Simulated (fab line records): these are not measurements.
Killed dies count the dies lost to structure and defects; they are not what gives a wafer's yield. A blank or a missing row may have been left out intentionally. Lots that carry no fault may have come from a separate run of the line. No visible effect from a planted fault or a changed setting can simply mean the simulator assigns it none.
fab line records | flow n5-finfet | part 2 of 2: steps 5 to 6 of 6
record lots=22 | wafers=66 | last-day=18
route steps=1938 shown FIN_CUT@176 STI_FIN_REVEAL@200 DUMMY_GATE@244 SD_EPI_N@279
lots that met no fault: from a run of the same line without faults
start-h: the number of hours between the record's first day and the start of the first shown wafer of the lot | wait-h: time in hours since the lot's previous step | " unchanged from the row above | L1.1+2: a single row standing in for several wafers | - either no value or no given start | * or withheld: withheld | < > ~ a bound
route shown NAME@n: a module of which the file shows steps, and the number in the route of the first | usual: the fault-free wafers' mean and standard deviation | same: alike in all rows | chamber/n: place in a boat | sites: the reading at each site | _std_site: the values' standard deviation | _edge_site: outer sites' mean less inner sites' | radius-mm: how far each site lies from the wafer's centre | mask NAME#n: copy n | behind: the most recent tool/chamber to have shaped the wafer | hold: reason for holding the lot/hours on hold/outcome of the hold | device: names the non-switching transistor (n, p or np) | end of line: tests of these same wafers at the route's end | a step without rows: its recipe alone | killed: dies that structure and defects cost at the first sort, which is not the same as the wafer's yield | map: shows each die of a wafer: x if killed, . if not, _ if none is there
set.NAME: the setting that was run; set.NAME@STEP: the one run at that earlier step | model.NAME: the simulator's own value behind a step, which no gauge read
one table for each step of the route and one row for each wafer, over a sample of lots
services: a tool's chamber out of use, with start hour (start-h, from the record's first day; less than 0 if before it), hours out, and reason
## steps
# step N5_SD_EPI_N_ETCH_16
# recipe chemistry=CHF3/O2 | target=SiO2 | target-depth-a=50 | mask-material=SOC | pressure-mtorr=30 | source-w=650 | bias-w=170 | Ar_flow_sccm=200 | CHF3_flow_sccm=50 | O2_flow_sccm=5 | ion-energy-ev=200
# usual O2_flow_sccm=5.002/0.015 | drypump-motor-current-A=5.7/0.48 | oes-product-au=0.82/0.088 | rf-vpp-V=526/8.2 | showerhead-plenum-p-Torr=2.43/0.085 | throttle-valve-pct=18.86/0.21
lot.wafer | tool        | chamber | start-h | wait-h | O2_flow_sccm | drypump-motor-current-A | oes-product-au | rf-hours-counter-h | rf-vpp-V | showerhead-plenum-p-Torr | throttle-valve-pct
L074.1    | rie-diel-04 | 2       | 49.97   | 0.1    | 5.039        | 6.8                     | 0.70           | 176                | 523      | 2.40                     | 19.32
L074.3    | "           | 3       | "       | "      | 5.000        | 5.8                     | 0.73           | 148                | 513      | 2.43                     | 18.78
L074.5    | "           | 1       | "       | "      | 5.003        | 5.7                     | 0.77           | -                  | 519      | 2.31                     | 18.52
L075.1    | rie-diel-04 | 1       | 59.67   | 0.1    | 4.993        | 5.7                     | 0.77           | 147                | 517      | 2.31                     | 18.51
L075.4    | "           | 0       | "       | "      | 4.998        | 5.0                     | 0.87           | 56                 | 513      | 2.37                     | 18.94
L075.6    | "           | 3       | "       | "      | 4.975        | 5.8                     | 0.72           | -                  | 514      | 2.43                     | 18.78
L076.2    | rie-diel-03 | 1       | 63.77   | 0.1    | 5.019        | 6.3                     | 0.84           | 61                 | 536      | 2.46                     | 18.58
L076.3    | "           | 0       | "       | "      | 5.006        | 5.2                     | 0.83           | 72                 | 525      | 2.53                     | 18.90
L076.6    | "           | 1       | "       | "      | 5.003        | 6.3                     | 0.85           | -                  | 534      | 2.46                     | 18.60
L077.2    | rie-diel-04 | 3       | 67.80   | 0.1    | 5.022        | 5.8                     | 0.72           | 153                | 514      | 2.43                     | 18.80
L077.3    | "           | 1       | "       | "      | 4.986        | 5.8                     | 0.77           | 149                | 516      | 2.31                     | 18.51
L077.4    | "           | 2       | "       | "      | 4.975        | 6.8                     | 0.70           | 182                | 526      | 2.40                     | 19.31
L078.1    | rie-diel-03 | 1       | 75.21   | 0.1    | 4.998        | 6.2                     | 0.85           | 65                 | 534      | 2.45                     | 18.60
L078.3    | "           | 3       | "       | "      | 4.979        | 5.7                     | 0.86           | 60                 | 519      | 2.35                     | 18.68
L078.6    | "           | 2       | "       | "      | 5.034        | 5.6                     | 0.89           | -                  | 537      | 2.35                     | 18.92
L079.2    | rie-diel-03 | 3       | 79.04   | 0.1    | 5.013        | 5.7                     | 0.86           | 61                 | 518      | 2.35                     | 18.69
L079.3    | "           | 2       | "       | "      | 4.964        | 5.6                     | 0.88           | 40                 | 537      | 2.35                     | 18.93
L079.5    | "           | 3       | "       | "      | 4.996        | 5.7                     | 0.86           | -                  | 518      | 2.35                     | 18.69
L080.1    | rie-diel-03 | 1       | 86.32   | 0.1    | 5.019        | 6.3                     | 0.85           | 68                 | 534      | 2.45                     | 18.58
L080.3    | "           | 0       | "       | "      | 4.987        | 5.1                     | 0.82           | 75                 | 525      | 2.53                     | 18.91
L080.4    | "           | 2       | "       | "      | 5.020        | 5.6                     | 0.88           | 42                 | 537      | 2.35                     | 18.94
L081.1    | rie-diel-06 | 0       | 91.21   | 0.1    | 5.002        | 5.3                     | 0.68           | 245                | 522      | 2.45                     | 19.08
L081.4    | "           | 2       | "       | "      | 5.018        | 5.4                     | 0.71           | -                  | 526      | 2.47                     | 19.01
L081.6    | "           | 0       | "       | "      | 4.977        | 5.3                     | 0.68           | -                  | 523      | 2.45                     | 19.08
L082.1    | rie-diel-06 | 0       | 99.36   | 0.1    | 5.010        | 5.3                     | 0.67           | 247                | 522      | 2.45                     | 19.09
L082.3    | "           | 1       | "       | "      | 5.008        | 5.9                     | 0.96           | 9                  | 529      | 2.57                     | 18.75
L082.6    | "           | 1       | "       | "      | 4.993        | 5.9                     | 0.96           | -                  | 531      | 2.57                     | 18.75
L083.1    | rie-diel-06 | 3       | 104.61  | 0.1    | 5.028        | 5.0                     | 1.04           | 1                  | 532      | 2.58                     | 19.09
L083.2    | "           | 2       | "       | "      | 5.003        | 5.3                     | 0.71           | 218                | 525      | 2.47                     | 19.04
L083.3    | "           | 1       | "       | "      | 4.973        | 5.9                     | 0.96           | 10                 | 531      | 2.57                     | 18.78
L084.3    | rie-diel-06 | 3       | 114.39  | 0.1    | 4.992        | 5.0                     | 1.02           | 4                  | 533      | 2.58                     | 19.09
L084.4    | "           | 2       | "       | "      | 5.004        | 5.4                     | 0.71           | -                  | 525      | 2.47                     | 19.05
L084.6    | "           | 1       | "       | "      | 5.010        | 5.9                     | 0.96           | -                  | 531      | 2.57                     | 18.73
L085.3    | rie-diel-06 | 2       | 117.14  | 0.1    | 4.976        | 5.4                     | 0.70           | 222                | 525      | 2.47                     | 19.05
L085.5    | "           | 1       | "       | "      | 4.992        | 5.9                     | 0.95           | -                  | 530      | 2.57                     | 18.75
L085.6    | "           | 3       | "       | "      | 4.995        | 4.9                     | 1.01           | -                  | 534      | 2.58                     | 19.08
L086.1    | rie-diel-04 | 3       | 122.55  | 0.1    | 4.999        | 5.8                     | 0.71           | 170                | 514      | 2.42                     | 18.84
L086.4    | "           | 1       | "       | "      | 5.020        | 5.7                     | 0.76           | 159                | 518      | 2.30                     | 18.55
L086.5    | "           | 2       | "       | "      | 4.990        | 6.8                     | 0.69           | -                  | 524      | 2.40                     | 19.35
L087.1    | rie-diel-03 | 3       | 127.22  | 0.1    | 5.001        | 5.7                     | 0.83           | 73                 | 517      | 2.35                     | 18.70
L087.4    | "           | 0       | "       | "      | 4.998        | 5.1                     | 0.80           | 86                 | 526      | 2.53                     | 18.90
L087.5    | "           | 1       | "       | "      | 5.007        | 6.3                     | 0.82           | -                  | 534      | 2.45                     | 18.61
L088.3    | rie-diel-04 | 2       | 134.30  | 0.1    | 5.009        | 6.8                     | 0.68           | 204                | 524      | 2.39                     | 19.36
L088.5    | "           | 1       | "       | "      | 5.010        | 5.7                     | 0.76           | -                  | 518      | 2.30                     | 18.56
L088.6    | "           | 2       | "       | "      | 5.020        | 6.8                     | 0.68           | -                  | 523      | 2.39                     | 19.34
L089.2    | rie-diel-03 | 1       | 140.33  | 0.1    | 4.988        | 6.3                     | 0.81           | 82                 | 536      | 2.45                     | 18.62
L089.3    | "           | 0       | "       | "      | 5.026        | 5.2                     | 0.80           | 90                 | 525      | 2.53                     | 18.93
L089.5    | "           | 3       | "       | "      | 5.018        | 5.7                     | 0.83           | -                  | 518      | 2.34                     | 18.70
L091.1    | rie-diel-03 | 3       | 154.07  | 0.1    | 4.993        | 5.7                     | 0.83           | 83                 | 518      | 2.34                     | 18.72
L091.4    | "           | 0       | "       | "      | 5.013        | 5.2                     | 0.79           | 96                 | 525      | 2.52                     | 18.95
L091.6    | "           | 3       | "       | "      | 4.986        | 5.7                     | 0.82           | -                  | 517      | 2.34                     | 18.73
L092.2    | rie-diel-03 | 0       | 157.06  | 0.1    | 4.993        | 5.2                     | 0.80           | 96                 | 526      | 2.52                     | 18.94
L092.3    | "           | 1       | "       | "      | 5.004        | 6.3                     | 0.82           | 89                 | 533      | 2.45                     | 18.64
L092.6    | "           | 1       | "       | "      | 4.982        | 6.3                     | 0.82           | -                  | 535      | 2.45                     | 18.63
L093.1    | rie-diel-06 | 0       | 164.75  | 0.1    | 5.031        | 5.3                     | 0.95           | 9                  | 523      | 2.44                     | 18.71
L093.3    | "           | 1       | "       | "      | 5.019        | 5.9                     | 0.92           | 28                 | 530      | 2.56                     | 18.76
L093.5    | "           | 0       | "       | "      | 5.024        | 5.3                     | 0.96           | -                  | 523      | 2.44                     | 18.70
L094.3    | rie-diel-03 | 3       | 170.03  | 0.1    | 5.002        | 5.7                     | 0.81           | 89                 | 519      | 2.34                     | 18.72
L094.5    | "           | 0       | "       | "      | 5.007        | 5.2                     | 0.80           | -                  | 525      | 2.52                     | 18.96
L094.6    | "           | 3       | "       | "      | 4.996        | 5.7                     | 0.81           | -                  | 517      | 2.34                     | 18.71
L095.2    | rie-diel-03 | 1       | 176.32  | 0.1    | 4.986        | 6.3                     | 0.82           | 96                 | 535      | 2.44                     | 18.64
L095.4    | "           | 0       | "       | "      | 4.993        | 5.2                     | 0.78           | 105                | 526      | 2.52                     | 18.96
L095.5    | "           | 1       | "       | "      | 5.001        | 6.3                     | 0.81           | -                  | 534      | 2.44                     | 18.65
L097.1    | rie-diel-04 | 1       | 186.58  | 0.1    | 4.983        | 5.7                     | 0.75           | 178                | 516      | 2.30                     | 18.57
L097.3    | "           | 0       | "       | "      | 5.019        | 5.0                     | 0.81           | 95                 | 512      | 2.35                     | 19.01
L097.4    | "           | 3       | "       | "      | 4.990        | 5.8                     | 0.70           | 190                | 514      | 2.41                     | 18.86
# step N5_SD_EPI_N_STRIP_38
# recipe chemistry=N2/H2 | power-w=1000 | temp-c=250 | h2-frac=0.65 | overash-fraction=0.3 | pressure-mtorr=withheld | n2-flow-sccm=1750 | h2-flow-sccm=3250
# usual drypump-motor-current-A=6.37/0.087 | heater-power-w=324/17 | n2-flow-sccm=1750/4.9 | oes-product-au=0.763/0.011
lot.wafer | tool            | chamber | start-h | wait-h | drypump-motor-current-A | heater-power-w | n2-flow-sccm | oes-product-au | rf-hours-counter-h
L074.1    | plasma-asher-02 | 0       | 50.14   | 0.1    | 6.25                    | 314            | 1753         | 0.757          | 39
L074.3    | "               | 1       | "       | "      | 6.49                    | 346            | 1739         | 0.766          | -
L074.5    | "               | 0       | "       | "      | 6.23                    | 315            | 1755         | 0.758          | -
L075.1    | plasma-asher-02 | 1       | 59.83   | 0.1    | 6.44                    | 350            | 1756         | 0.779          | 41
L075.4    | "               | 0       | "       | "      | 6.24                    | 322            | 1759         | 0.761          | -
L075.6    | "               | 1       | "       | "      | 6.43                    | 348            | 1758         | 0.774          | -
L076.2    | plasma-asher-02 | 1       | 63.94   | 0.1    | 6.46                    | 347            | 1747         | 0.746          | 42
L076.3    | "               | 0       | "       | "      | 6.25                    | 315            | 1753         | 0.753          | -
L076.6    | "               | 1       | "       | "      | 6.41                    | 347            | 1743         | 0.758          | -
L077.2    | plasma-asher-02 | 0       | 67.97   | 0.1    | 6.25                    | 326            | 1757         | 0.751          | 43
L077.3    | "               | 0       | "       | "      | 6.24                    | 318            | 1751         | 0.758          | -
L077.4    | "               | 1       | "       | "      | 6.47                    | 341            | 1754         | 0.761          | -
L078.1    | plasma-asher-02 | 1       | 75.38   | 0.1    | 6.42                    | 344            | 1750         | 0.796          | 44
L078.3    | "               | 0       | "       | "      | 6.25                    | 318            | 1755         | 0.756          | -
L078.6    | "               | 1       | "       | "      | 6.43                    | 352            | 1750         | 0.765          | -
L079.2    | plasma-asher-01 | 1       | 79.21   | 0.1    | 6.36                    | 315            | 1753         | 0.779          | 76
L079.3    | "               | 0       | "       | "      | 6.45                    | 303            | 1745         | 0.774          | -
L079.5    | "               | 0       | "       | "      | 6.41                    | 295            | 1750         | 0.763          | -
L080.1    | plasma-asher-01 | 0       | 86.48   | 0.1    | 6.45                    | 299            | 1759         | 0.759          | 77
L080.3    | "               | 1       | "       | "      | 6.41                    | 319            | 1753         | 0.755          | -
L080.4    | "               | 0       | "       | "      | 6.42                    | 309            | 1747         | 0.754          | -
L081.1    | plasma-asher-01 | 1       | 91.37   | 0.1    | 6.37                    | 320            | 1750         | 0.750          | 77
L081.4    | "               | 1       | "       | "      | 6.39                    | 319            | 1748         | 0.768          | -
L081.6    | "               | 0       | "       | "      | 6.43                    | 302            | 1754         | 0.764          | -
L082.1    | plasma-asher-02 | 1       | 99.53   | 0.1    | 6.44                    | 354            | 1750         | 0.772          | 48
L082.3    | "               | 1       | "       | "      | 6.43                    | 352            | 1754         | 0.772          | -
L082.6    | "               | 0       | "       | "      | 6.23                    | 321            | 1753         | 0.747          | -
L083.1    | plasma-asher-01 | 0       | 104.78  | 0.1    | 6.44                    | 287            | 1746         | 0.789          | 80
L083.2    | "               | 1       | "       | "      | 6.40                    | 314            | 1741         | 0.765          | 80
L083.3    | "               | 0       | "       | "      | 6.45                    | 304            | 1742         | 0.747          | -
L084.3    | plasma-asher-01 | 0       | 114.57  | 0.1    | 6.43                    | 306            | 1748         | 0.758          | -
L084.4    | "               | 1       | "       | "      | 6.44                    | 325            | 1752         | 0.745          | -
L084.6    | "               | 0       | "       | "      | 6.46                    | 306            | 1754         | 0.771          | -
L085.3    | plasma-asher-02 | 1       | 117.39  | 0.1    | 6.45                    | 340            | 1750         | 0.758          | -
L085.5    | "               | 1       | "       | "      | 6.45                    | 353            | 1746         | 0.756          | -
L085.6    | "               | 0       | "       | "      | 6.23                    | 318            | 1749         | 0.765          | -
L086.1    | plasma-asher-02 | 1       | 122.72  | 0.1    | 6.43                    | 348            | 1746         | 0.768          | 53
L086.4    | "               | 0       | "       | "      | 6.24                    | 321            | 1753         | 0.786          | -
L086.5    | "               | 1       | "       | "      | 6.43                    | 347            | 1750         | 0.772          | -
L087.1    | plasma-asher-02 | 1       | 127.39  | 0.1    | 6.44                    | 348            | 1751         | 0.744          | 54
L087.4    | "               | 0       | "       | "      | 6.25                    | 330            | 1754         | 0.768          | -
L087.5    | "               | 1       | "       | "      | 6.44                    | 347            | 1752         | 0.747          | -
L088.3    | plasma-asher-01 | 1       | 134.49  | 0.1    | 6.34                    | 308            | 1739         | 0.752          | -
L088.5    | "               | 1       | "       | "      | 6.41                    | 313            | 1739         | 0.763          | -
L088.6    | "               | 0       | "       | "      | 6.43                    | 306            | 1746         | 0.764          | -
L089.2    | plasma-asher-02 | 0       | 140.50  | 0.1    | 6.25                    | 321            | 1747         | 0.761          | 57
L089.3    | "               | 1       | "       | "      | 6.44                    | 347            | 1750         | 0.761          | -
L089.5    | "               | 0       | "       | "      | 6.23                    | 321            | 1752         | 0.735          | -
L091.1    | plasma-asher-02 | 0       | 154.24  | 0.1    | 6.25                    | 316            | 1748         | 0.757          | 61
L091.4    | "               | 0       | "       | "      | 6.23                    | 321            | 1755         | 0.774          | -
L091.6    | "               | 0       | "       | "      | 6.25                    | 323            | 1756         | 0.745          | -
L092.2    | plasma-asher-02 | 1       | 157.23  | 0.1    | 6.43                    | 351            | 1750         | 0.764          | 61
L092.3    | "               | 1       | "       | "      | 6.40                    | 336            | 1749         | 0.780          | -
L092.6    | "               | 1       | "       | "      | 6.44                    | 345            | 1746         | 0.767          | -
L093.1    | plasma-asher-01 | 1       | 164.92  | 0.1    | 6.42                    | 316            | 1740         | 0.777          | 88
L093.3    | "               | 0       | "       | "      | 6.42                    | 306            | 1755         | 0.774          | -
L093.5    | "               | 1       | "       | "      | 6.37                    | 318            | 1749         | 0.782          | -
L094.3    | plasma-asher-01 | 1       | 170.21  | 0.1    | 6.41                    | 321            | 1746         | 0.779          | -
L094.5    | "               | 1       | "       | "      | 6.38                    | 316            | 1752         | 0.777          | -
L094.6    | "               | 0       | "       | "      | 6.41                    | 300            | 1758         | 0.762          | -
L095.2    | plasma-asher-01 | 0       | 176.49  | 0.1    | 6.42                    | 298            | 1751         | 0.775          | 91
L095.4    | "               | 0       | "       | "      | 6.42                    | 306            | 1754         | 0.762          | -
L095.5    | "               | 0       | "       | "      | 6.42                    | 299            | 1750         | 0.751          | -
L097.1    | plasma-asher-02 | 0       | 186.75  | 0.1    | 6.20                    | 324            | 1746         | 0.756          | 67
L097.3    | "               | 1       | "       | "      | 6.44                    | 345            | 1746         | 0.749          | -
L097.4    | "               | 0       | "       | "      | 6.23                    | 324            | 1744         | 0.761          | -
## services
tool            | chamber | start-h | hours | kind
plasma-asher-01 | -       | 17.63   | 1.3   | repair
rie-diel-06     | 3       | 19.86   | 10.1  | repair
rie-si-03       | -       | 20.98   | 4.0   | pm
rie-si-05       | -       | 27.30   | 14.6  | pm
rie-diel-05     | 1       | 32.75   | 9.0   | repair
rie-diel-04     | 0       | 33.73   | 4.9   | repair
rie-diel-06     | 3       | 40.78   | 3.3   | repair
rie-si-05       | 2       | 48.90   | 11.0  | repair
plasma-asher-01 | -       | 50.63   | 0.7   | repair
rie-si-03       | -       | 57.21   | 0.3   | repair
rie-diel-03     | 0       | 72.76   | 9.1   | repair
rie-diel-06     | -       | 74.08   | 0.7   | repair
rie-diel-01     | 3       | 78.87   | 5.7   | repair
rie-diel-05     | 1       | 109.28  | 4.8   | repair
plasma-asher-01 | -       | 116.91  | 6.5   | repair
rie-diel-05     | 1       | 140.73  | 9.1   | repair
rie-diel-04     | 2       | 142.43  | 9.2   | repair
rie-diel-01     | 3       | 144.44  | 4.0   | repair
rie-si-05       | 1       | 152.19  | 13.2  | repair
rie-diel-04     | 3       | 166.11  | 2.1   | repair
rie-si-03       | -       | 175.14  | 2.8   | pm
rie-si-04       | 0       | 175.68  | -     | clean
rie-si-04       | 0       | 175.68  | 15.7  | scheduled-down
rie-diel-02     | 2       | 177.07  | 8.7   | repair
